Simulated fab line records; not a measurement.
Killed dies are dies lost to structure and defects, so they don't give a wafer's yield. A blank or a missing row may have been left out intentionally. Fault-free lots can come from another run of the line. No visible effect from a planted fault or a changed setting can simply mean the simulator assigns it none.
A struck lot beside a sound one || flow nand-harc || 15 out of 1302 route steps
Sound: the wafers L413.3, L413.4, L413.6. Struck: wafer L410.6. (L410.2 of the same lot was not struck and is left out.) The cause comes at the end.
Order at every step that has rows: each side's tool, ch and its chambers, its first start. Under that, the readings that differ: sound wafers || struck wafers || difference of the means || sigmas: that difference in standard deviations of wafers without a fault.
alike: same words and numbers on both sides, and readings whose means sit less than 2 such deviations apart. not compared: any withheld reading, any reading some wafer has no value for, any bound like >300 that may hide the same value, and any number with overlapping values for which the record gives no deviation.
A row with sigmas, a row that says differs or no value, or rows on one side alone: a step with any of these is where the two part. When numbers do not overlap yet have no deviation, they are printed without sigmas and do not part them. A reading missing from all wafers of one side parts the sides only when that side holds two or more wafers.

NHARC_A_CONTACT_ETCH_113: etches the open film in C4F8/O2/Ar, time 190 s, target depth 1850 nm.
  sound on har-cap-etch-03 ch 0,1, day 29 19:09; struck on har-cap-etch-01 ch 1, day 28 03:12
  not compared: rf-hours-counter-h, run-length-s
NHARC_A_CONTACT_ETCH_114: etches the open film in C4F8/O2/Ar, time 190 s, target depth 1850 nm.
  sound on har-cap-etch-03 ch 0,1, day 29 19:23; struck on har-cap-etch-01 ch 1, day 28 03:22
  not compared: rf-hours-counter-h, run-length-s
NHARC_A_CONTACT_ETCH_115: etches the open film in C4F8/O2/Ar, time 190 s, target depth 1850 nm.
  sound on har-cap-etch-03 ch 0,1, day 29 19:36; struck on har-cap-etch-01 ch 1, day 28 03:32
  not compared: rf-hours-counter-h, run-length-s
then, 3 steps without rows for these wafers: NHARC_A_CONTACT_ETCH_116 (etches the open film in C4F8/O2/Ar, time 190 s, target depth 1850 nm); NHARC_A_CONTACT_ETCH_117 (etches the open film in C4F8/O2/Ar, time 190 s, target depth 1850 nm); NHARC_A_CONTACT_ETCH_118 (etches the open film in C4F8/O2/Ar, time 190 s, target depth 1850 nm).
NHARC_A_CONTACT_ETCH_119: etches the open film in C4F8/O2/Ar, time 190 s, target depth 1850 nm.
  sound on har-cap-etch-03 ch 0,1, day 29 20:31; struck on har-cap-etch-01 ch 1, day 28 04:14
  not compared: rf-hours-counter-h, run-length-s
then, 2 steps without rows for these wafers: NHARC_A_CONTACT_ETCH_120 (etches the open film in C4F8/O2/Ar, time 190 s, target depth 1850 nm); NHARC_A_CONTACT_ETCH_121 (etches the open film in C4F8/O2/Ar, time 190 s, target depth 1850 nm).
NHARC_A_CONTACT_ETCH_122: etches the open film in C4F8/O2/Ar, time 190 s, target depth 1850 nm.
  sound on har-cap-etch-03 ch 0,1, day 29 21:11; struck on har-cap-etch-01 ch 1, day 28 04:44
  not compared: rf-hours-counter-h, run-length-s
then, 2 steps without rows for these wafers: NHARC_A_CONTACT_ETCH_123 (etches the open film in C4F8/O2/Ar, time 490 s, target depth 2110 nm); NHARC_A_CONTACT_ETCH_90 (etches the open film in CH3F/O2, target depth 40 nm, time 85.7 s).
NHARC_A_CONTACT_ETCH_96: etches the open film in C4F6/O2, target depth 20 nm, time 10 s.
  sound on rie-diel-10 ch 0,1,3, day 29 22:49; struck on rie-diel-01 ch 3, day 28 06:02
{"reading": "run-length-s (s)", "sound": "30.9 31.6 31.0", "struck": 27.9, "difference": -3.3, "sigmas": -10}
  alike: c4f6-flow-sccm, drypump-motor-current-A, mfc-ar-sccm, oes-product-au, rf-vpp-V, showerhead-plenum-p-Torr, throttle-valve-pct
  not compared: rf-hours-counter-h
NHARC_A_CONTACT_CD_MEAS_53:
  sound on cd-sem-03 at day 29 22:53; struck on cd-sem-01 at day 28 06:06
  alike: cd-nm
-- jump in the record: it breaks off in module A_CONTACT and resumes in module END (first step shown: number 1302 of the route), and 4 days separate the struck wafers' starts before and after --
NHARC_END_SORT_01:
  only the struck wafers appear in the record here, on prober-01 ch 0 at day 31 20:09; the sound ones have no rows

## WHERE THEY PART
Earliest at NHARC_A_CONTACT_ETCH_96; latest, in this record, at NHARC_END_SORT_01.

WHY: what the simulator had put in
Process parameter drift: rie-diel-01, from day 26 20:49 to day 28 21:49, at NHARC_A_CONTACT_ETCH_96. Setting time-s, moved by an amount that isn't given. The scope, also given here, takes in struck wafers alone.
